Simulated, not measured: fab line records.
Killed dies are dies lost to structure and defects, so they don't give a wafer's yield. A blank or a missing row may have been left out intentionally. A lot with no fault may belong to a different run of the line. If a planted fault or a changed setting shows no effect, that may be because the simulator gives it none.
Struck lot and sound lot, side by side / flow n5 finfet / 38 steps out of a route of 1938
Sound: the wafers L499.1, L499.3, L499.6. Wafers L512.2, L512.3, L512.5 were the ones struck. The cause is given at the end.
For every step that has rows: the tool of each side, followed by ch and its chambers, followed by its first start. Under that, the readings that differ: sound wafers / struck wafers / difference of the means / sigmas: that difference in standard deviations of wafers without a fault.
alike: same words and numbers on both sides, and readings whose means sit less than 2 such deviations apart. not compared: any withheld reading, any reading some wafer has no value for, any bound like >300 that may hide the same value, and any number with overlapping values for which the record gives no deviation.
The two part at a step that has a row with sigmas, a row that says differs or no value, or rows on one side only. Non-overlapping numbers with no deviation appear without sigmas and do not part them. Lack of a reading on every wafer of one side parts them only where that side has two or more wafers.

first, 12 steps without rows for these wafers: N5_SD_EPI_P_STRIP_38 (strips in N2/H2); N5_SD_EPI_P_ETCHBACK_46 (etches SiNx in CH3F/O2, stops on SiO2, target depth 17.5 nm); N5_SD_EPI_P_ETCH_47 (etches SiOCN in CH3F/O2, target depth 25 nm); N5_SD_EPI_P_ETCH_16 (etches SiO2 in CHF3/O2, target depth 5 nm); N5_SD_EPI_P_STRIP_50 (strips in CHF3/O2); N5_SD_EPI_P_SD_RECESS_17 (chemistry HBr/Cl2/O2, target depth 39.1 nm, bt time 3 s); N5_SD_EPI_P_WET_ETCH_45 (etches SiO2 in dHF, time 10.7 s, target depth 2 nm, rinse time 30 s); N5_SD_EPI_P_STRIP_40 (strips in N2/H2); N5_SD_EPI_P_PRECLEAN_52 (cleans in O3/DIW, time 60 s); N5_SD_EPI_P_SRD_20 (time 30 s); N5_SD_EPI_P_PRECLEAN_51 (cleans in NF3:NH3, afs cycles 1, time 20 s, sublimation time 60 s); N5_SD_EPI_P_VAPOR_ETCH_44 (etches SiGe30 in NF3/Ar, time 3.3 s).
N5_SD_EPI_P_EPI_21: deposits SiGe:B, time 355 s.
  sound on epi rpcvd-02 ch 0, day 4 18:24; struck on epi rpcvd-02 ch 0, day 8 14:23
reading=susceptor temp C (C); sound=549.98 549.90 550.15; struck=- - -; difference=no value on the struck wafers; sigmas=
reading=model.SiGe-B_of_SD_EPI_P_EPI_21.thk nm (nm); sound=61 61.8 61; struck=53.2 54 53.2; difference=-7.8; sigmas=
N5_SD_EPI_P_EPI_MEAS_23:
  struck on film metro-01, day 8 16:13; sound on film metro-01, day 4 21:19
reading=thk nm (nm); sound=59.7 62.4 62.5; struck=55.3 53.9 52.6; difference=-7.6; sigmas=-5
then, 8 steps without rows for these wafers: N5_SD_EPI_P_HM_STRIP_48 (strips SiNx in H3PO4, material SiNx, target depth 3 nm); N5_SD_EPI_P_SRD_49 (time 30 s); N5_SD_EPI_P_PRECLEAN_24 (cleans in O3/DIW, time 45 s); N5_SD_EPI_P_PRECLEAN_32 (cleans in dHF, time 10 s); N5_SD_EPI_P_PRECLEAN_33 (cleans in SC2, time 45 s); N5_SD_EPI_P_SRD_25 (time 30 s); N5_SD_ACTIVATION_RTA_00 (time 0 s); N5_SD_ACTIVATION_LSA_01 (time 0.0008 s).
N5_SD_ACTIVATION_RS_MEAS_03: measures by four-point-probe.
  struck on film metro-01, day 8 16:59; sound on film metro-01, day 4 21:55
reading=RS_SD_P (ohm/sq); sound=56.1 55.5 56.2; struck=64.8 64.1 64.6; difference=+8.6; sigmas=+9
  alike: RS_SD_N
then, 12 steps without rows for these wafers: N5_ILD0_LINER_00 (material SiNx, target thk 4 nm, pulse time 1 s, purge time 2 s); N5_ILD0_FCVD_FILL_01 (material SiO2 flowable, target thk 200 nm, time 328.3 s); N5_ILD0_CURE_02 (time 1800 s); N5_ILD0_CMP_03 (polishes, stops on SiNx, t overpolish 1.9 s, target thk 197.38 nm); N5_ILD0_CMP_07 (polishes SiO2 flowable, stops on poly-Si, t overpolish 1.18 s, target thk 138.88 nm); N5_ILD0_PRECLEAN_10 (cleans in NF3:NH3, afs cycles 5, time 20 s, sublimation time 60 s); N5_ILD0_ALD_15 (deposits SiNx, target thk 24 nm, pulse time 1 s, ald cycles 480); N5_ILD0_CMP_12 (polishes SiNx, stops on poly-Si, t overpolish 6 s, target thk 17.67 nm); N5_SDB_HM_DEP_00 (deposits SiNx from SiH4/NH3/N2, target thk 40 nm, time 35.3 s); N5_SDB_COAT_03 (time 60 s, resist thk 100 nm); N5_SDB_COAT_04 (time 60 s, resist thk 18 nm); N5_SDB_COAT_05 (resist thk 90 nm).
N5_MOL_CONTACT_COAG_ETCH_110: etches Si in CF4/O2, target depth 2.5 nm, time 8 s.
  sound on rie diel-05 ch 0,1,3, day 6 04:19; struck on rie diel-05 ch 0,1,2, day 9 22:19
reading=model.SiGe-B_of_SD_EPI_P_EPI_21.thk nm (nm); sound=58.2 59 58.2; struck=50.8 51.4 50.8; difference=-7.5; sigmas=
  alike: drypump motor current A, oes_ar_750_au, oes_f_703_au, oes product au, rf vpp V, showerhead plenum p Torr, throttle valve pct
  not compared: rf hours counter h
-- a jump in the record: the struck wafers' starts before and after are 4 days apart (it breaks off in module MOL_CONTACT_COAG and resumes in module BEOL_M4, where the first step shown is number 1111 of the route) --
N5_BEOL_M4_RC_MEAS_101:
  sound on prober-01 ch 0, day 9 15:13; struck on prober-02 ch 0, day 14 07:23
reading=IOFF_P (nA/um); sound=0.22 0.21 0.21; struck=0.14 0.14 0.14; difference=-0.07; sigmas=-2
reading=ION_P (uA/um); sound=468 466 474; struck=444 447 448; difference=-23; sigmas=-3
reading=RS_SD_P (ohm/sq); sound=65.8 65.1 66.0; struck=76.2 75.3 76.9; difference=+10.5; sigmas=+10
reading=SS_P (mV/dec); sound=73.6 73.5 73.0; struck=72.0 72.0 71.8; difference=-1.4; sigmas=-2
reading=VT_P (mV); sound=-248 -249 -247; struck=-261 -256 -255; difference=-9; sigmas=-3
  alike: DIBL_N, DIBL_P, IOFF_N, ION_N, REXT_P, SS_N, VT_N
-- here the record skips 5 days between the struck wafers' starts before and after, leaving off in module BEOL_M4 and picking up in module PASSIVATION (first step shown: number 1936 of the route) --
N5_PASSIVATION_PROBE_49:
  record: rows for the struck wafers here (prober-01, day 18 22:08), none for the sound ones

## WHERE THEY PART
First at N5_SD_EPI_P_EPI_21; last, within this record, at N5_PASSIVATION_PROBE_49.

WHY: the cause the simulator had injected
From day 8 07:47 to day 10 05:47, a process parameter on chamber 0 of epi rpcvd-02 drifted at N5_SD_EPI_P_EPI_21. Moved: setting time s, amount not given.
